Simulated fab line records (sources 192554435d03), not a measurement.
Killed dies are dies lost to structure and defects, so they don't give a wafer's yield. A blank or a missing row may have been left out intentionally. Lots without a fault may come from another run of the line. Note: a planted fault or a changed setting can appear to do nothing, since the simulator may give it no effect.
Problem report, 8D (eight disciplines) form, completed by code + flow n5Finfet + the parts of the form that need people (team, actions taken, sign-off) are left out

== 1. THE ISSUE ==
Across 2 wafers from 2 lots, M6_ILD_THK at N5_BEOL_M6_THK_MEAS_01 averages 65.2 nm, while fault-free wafers read 155.3 nm with a standard deviation of 1.9. Measured from the usual mean, that is -47 standard deviations.
First observed at day 13 15:15: wafer L294.1, on filmMetro-01. At this step, 27 wafers from 9 lots have a number in the record. Rule for "out" (also "out of limits"): further than 4 standard deviations from the usual mean. The rest of the wafers with a number are treated as sound.

== 2. WHAT THIS IS AND IS NOT ==
| question                    | is                         | is not                                                                                 |
|-----------------------------|----------------------------|----------------------------------------------------------------------------------------|
| which readings at this step | M6_ILD_THK                 | -                                                                                      |
| which lots                  | L294, L295                 | L280, L282, L285, L286, L297, L300, L302                                               |
| which wafers of those lots  | L294.1, L295.2             | L294.3, L294.5, L295.4, L295.5                                                         |
| read on which gauges        | filmMetro-01, filmMetro-02 | -                                                                                      |
| when                        | from day 13 15:15          | up to then (14 sound wafers); but 11 sound wafers of L295, L297, L300, L302 came after |

== 3. THE SUSPECTS, EACH WITH WHAT RULES IT OUT ==
Counting: any tool at a process step up to the reading remains a suspect provided it ran every lot that is out. Sound lots after the first of them don't rule it out here, since some wafers of a struck lot are sound.
- the gauge at N5_BEOL_M6_THK_MEAS_01 has been ruled out. The wafers that are out were read on 2 gauges (filmMetro-01, filmMetro-02).
- pecvd-02 at N5_BEOL_M6_ILD_DEP_00 (deposits SiCOH lowk from DEMS/porogen, target thk 179.75 nm, time 33.4 s): kept. Ran every lot that is out, first one L294 (day 13 14:40); last sound lot up to then L286 (day 11 14:50).
- pecvd-02, N5_BEOL_M6_ILD_DEP_00: wafers that are out in chamber 2, sound lot-mates in chambers 0, 1.
Left after counting: pecvd-02 at N5_BEOL_M6_ILD_DEP_00.

== 4. THE CAUSE (what the simulator had put in) ==
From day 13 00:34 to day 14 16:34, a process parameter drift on pecvd-02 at N5_BEOL_M6_ILD_DEP_00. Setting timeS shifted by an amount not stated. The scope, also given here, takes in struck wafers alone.
This tool alone remained once counting was done.

== 5. SEQUENCE OF EFFECTS, ordered by route ==
Each row: a reading where the mean over the struck wafers with a number is more than 3 standard deviations away from the usual. Readings are gone through only where the record gives a usual standard deviation; hours: the median, over the lots, of the time from a lot's start at the first step in this table giving one to that lot's start at this step; sigmas: the change measured in usual standard deviations.
| hours | step                    | reading            | usual    | on struck wafers | change | sigmas      |
|-------|-------------------------|--------------------|----------|------------------|--------|-------------|
| 0     | N5_BEOL_M6_THK_MEAS_01  | M6_ILD_THK         | 155.3 nm | 65.2             | -90.1  | -47         |
| 89    | N5_PASSIVATION_PROBE_49 | defectLimitedYield | 91.3 %   | 0.3              | -91.0  | -65         |
| 89    | N5_PASSIVATION_PROBE_49 | killed_at_M4_up    | 15       | 1098             | +1083  | +99 or more |
| 89    | N5_PASSIVATION_PROBE_49 | killedDies         | 102      | 1176             | +1074  | +63         |
| 89    | N5_PASSIVATION_PROBE_49 | killedOnRim        | 13       | 152              | +138   | +34         |
| 89    | N5_PASSIVATION_PROBE_49 | sortNPass          | 1078     | 4                | -1074  | -63         |
| 89    | N5_PASSIVATION_PROBE_49 | sortYieldPct       | 91.3 %   | 0.3              | -91.0  | -65         |
It contains these process steps:
- N5_PASSIVATION_PROBE_49
Readings that are blank on the struck wafers while sound wafers have them: susceptorTempC at N5_BEOL_M6_ILD_DEP_00.

== 6. HOW IT WOULD HAVE BEEN CAUGHT EARLIER ==
The first out-of-limits reading at a measuring or inspecting step in this record came at day 13 15:15, 15 hours after the fault's start at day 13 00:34.
L295, from the lots that are out (2), started N5_BEOL_M6_ILD_DEP_00 on pecvd-02 later than day 13 15:15. Had the tool been put on hold then, it would have been spared.
